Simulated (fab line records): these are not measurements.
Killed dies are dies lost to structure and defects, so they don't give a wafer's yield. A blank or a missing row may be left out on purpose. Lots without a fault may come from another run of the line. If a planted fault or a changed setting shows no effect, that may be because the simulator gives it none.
Which of the tools did it? -- flow nand harc -- 13 lots, 39 wafers sampled, at 4 steps of a route of 1302

WHAT THE GAUGES READ, wafer by wafer
Not one reading of a measure or inspect step in the record can be checked against a usual standard deviation.

EACH LOT AND THE TOOL THAT RAN IT (in order: tool; ch and the chambers of the sampled wafers; start)
lot,NHARC_A_SLIT_DEP_00,NHARC_A_WL_FILL_RTA_01,NHARC_A_WL_FILL_ALD_02,NHARC_A_WL_FILL_ETCHBACK_26
L601,"acl dep-02 ch 0, day 20 18:53","rtp anneal-01 ch 0, day 21 15:56","ald metal-02 ch 0,1, day 21 16:07","rie si-04 ch 1,3, day 22 08:42"
L600,"acl dep-03 ch 0, day 20 20:28","rtp anneal-02 ch 0, day 21 19:05","ald metal-01 ch 0,1, day 21 19:17","rie si-01 ch 0,3, day 22 11:53"
L599,"acl dep-03 ch 0, day 21 00:09","rtp anneal-02 ch 0, day 21 21:31","ald metal-02 ch 0,3, day 21 21:42","rie si-04 ch 1,3, day 22 11:55"
L603,"acl dep-02 ch 0, day 21 03:31","rtp anneal-02 ch 0, day 22 00:51","ald metal-02 ch 1,2, day 22 01:04","rie si-05 ch 0,2,3, day 22 17:30"
L604,"acl dep-03 ch 0, day 22 00:40","rtp anneal-02 ch 0, day 22 18:41","ald metal-04 ch 0,1, day 22 18:56","rie si-01 ch 1,2,3, day 23 12:41"
L602,"acl dep-01 ch 0, day 22 01:17","rtp anneal-01 ch 0, day 22 18:42","ald metal-02 ch 0,2, day 22 18:53","rie si-05 ch 1,2,3, day 23 12:42"
L611,"acl dep-01 ch 0, day 25 08:33","rtp anneal-02 ch 0, day 26 08:11","ald metal-02 ch 0,1,2, day 26 08:24","rie si-01 ch 0,1,3, day 27 04:59"
L615,"acl dep-02 ch 0, day 27 12:11","rtp anneal-01 ch 0, day 28 06:23","ald metal-01 ch 0,1,2, day 28 06:38","rie si-04 ch 0,1,3, day 28 22:42"
L618,"acl dep-01 ch 0, day 27 18:07","rtp anneal-01 ch 0, day 28 11:23","ald metal-01 ch 0,3, day 28 11:34","rie si-04 ch 0,2, day 29 07:23"
L616,"acl dep-03 ch 0, day 27 21:26","rtp anneal-02 ch 0, day 28 16:00","ald metal-01 ch 0,1,2, day 28 16:11","rie si-05 ch 0,1,3, day 29 07:23"
L619,"acl dep-01 ch 0, day 28 15:47","rtp anneal-01 ch 0, day 29 09:58","ald metal-02 ch 1,2,3, day 29 10:20","rie si-01 ch 0,1,3, day 30 03:16"
L620,"acl dep-02 ch 0, day 29 07:47","rtp anneal-01 ch 0, day 30 01:47","ald metal-04 ch 0,1,2, day 30 02:01","rie si-05 ch 1,2,3, day 30 20:38"
L621,"acl dep-03 ch 0, day 29 08:02","rtp anneal-02 ch 0, day 30 01:29","ald metal-02 ch 0,1, day 30 01:40","rie si-04 ch 1,2, day 31 00:40"
- NHARC_A_SLIT_DEP_00: deposits aC, target thk 6200 nm.
- NHARC_A_WL_FILL_RTA_01: time 5 s.
- NHARC_A_WL_FILL_ALD_02: deposits TiN, target thk 2 nm, pulse time 3 s, ald cycles 100.
- NHARC_A_WL_FILL_ETCHBACK_26: etches the open film in HBr, target depth 52 nm, time 13.3 s.

WHAT THE TOOLS THEMSELVES READ (means of the sampled wafers that have a number; where no wafer has one, the mark that the record gives instead)
NHARC_A_SLIT_DEP_00.
lot,tool,throttle valve pct (%)
L601,acl dep-02,34.996
L600,acl dep-03,35.008
L599,acl dep-03,34.996
L603,acl dep-02,35.007
L604,acl dep-03,35.003
L602,acl dep-01,34.994
L611,acl dep-01,34.988
L615,acl dep-02,35.003
L618,acl dep-01,35.002
L616,acl dep-03,35.001
L619,acl dep-01,35.000
L620,acl dep-02,34.996
L621,acl dep-03,35.000

NHARC_A_WL_FILL_RTA_01.
lot,tool,lamp power pct (%),wafer_temp_C_max
L601,rtp anneal-01,27.0,1003.9
L600,rtp anneal-02,28.1,1003.8
L599,rtp anneal-02,28.0,1002.7
L603,rtp anneal-02,28.0,1002.9
L604,rtp anneal-02,28.0,1003.9
L602,rtp anneal-01,27.0,1004.3
L611,rtp anneal-02,28.0,1003.6
L615,rtp anneal-01,27.0,1004.6
L618,rtp anneal-01,27.0,1003.7
L616,rtp anneal-02,28.0,1003.9
L619,rtp anneal-01,27.0,1004.1
L620,rtp anneal-01,27.0,1003.5
L621,rtp anneal-02,28.0,1004.4

NHARC_A_WL_FILL_ALD_02.
lot,tool,heater power w (W),precursor pulse height rel
L601,ald metal-02,1102,0.980
L600,ald metal-01,1048,1.007
L599,ald metal-02,1009,1.003
L603,ald metal-02,1225,1.011
L604,ald metal-04,1170,0.988
L602,ald metal-02,1029,0.987
L611,ald metal-02,1143,0.977
L615,ald metal-01,1077,1.013
L618,ald metal-01,1010,1.001
L616,ald metal-01,1068,0.997
L619,ald metal-02,1148,1.007
L620,ald metal-04,1171,0.989
L621,ald metal-02,1180,1.001

NHARC_A_WL_FILL_ETCHBACK_26.
lot,tool,drypump motor current A (A),oes product au (a.u.),throttle valve pct (%)
L601,rie si-04,5.3,0.991,23.264
L600,rie si-01,5.4,1.006,23.274
L599,rie si-04,5.4,1.000,23.250
L603,rie si-05,6.1,0.997,23.256
L604,rie si-01,5.6,1.007,23.271
L602,rie si-05,6.0,0.988,23.266
L611,rie si-01,5.5,0.999,23.262
L615,rie si-04,5.3,1.004,23.269
L618,rie si-04,5.4,1.013,23.270
L616,rie si-05,6.0,0.992,23.263
L619,rie si-01,5.5,1.000,23.268
L620,rie si-05,6.0,0.994,23.260
L621,rie si-04,5.8,0.979,23.267

THE ANSWER, worked out from the rows above alone
Rule: the usual values come from the lots themselves. Put in order of their means at a reading, lots are off if they are a third of the lots or fewer, leave a main group of 4 or more, and stand apart from it by a gap of 3 or more times the standard deviation of the main group's means; of several such gaps the widest counts. A main group is skipped when, at the precision printed for the reading in the tables above, its means are all equal. Also off: a lot with no number at a reading for which 4 or more lots have one. The other lots that the step has rows for count as sound. First the gauges in route order, then the tools' own readings, where a lot's mean is used as printed above. The first step at which some lot is off is used, and at that step the reading that is off furthest; a lot without a number counts as furthest.
Across all readings shown, no lot is off: no conclusion can be drawn from this.

WHAT THE SIMULATOR PUT IN
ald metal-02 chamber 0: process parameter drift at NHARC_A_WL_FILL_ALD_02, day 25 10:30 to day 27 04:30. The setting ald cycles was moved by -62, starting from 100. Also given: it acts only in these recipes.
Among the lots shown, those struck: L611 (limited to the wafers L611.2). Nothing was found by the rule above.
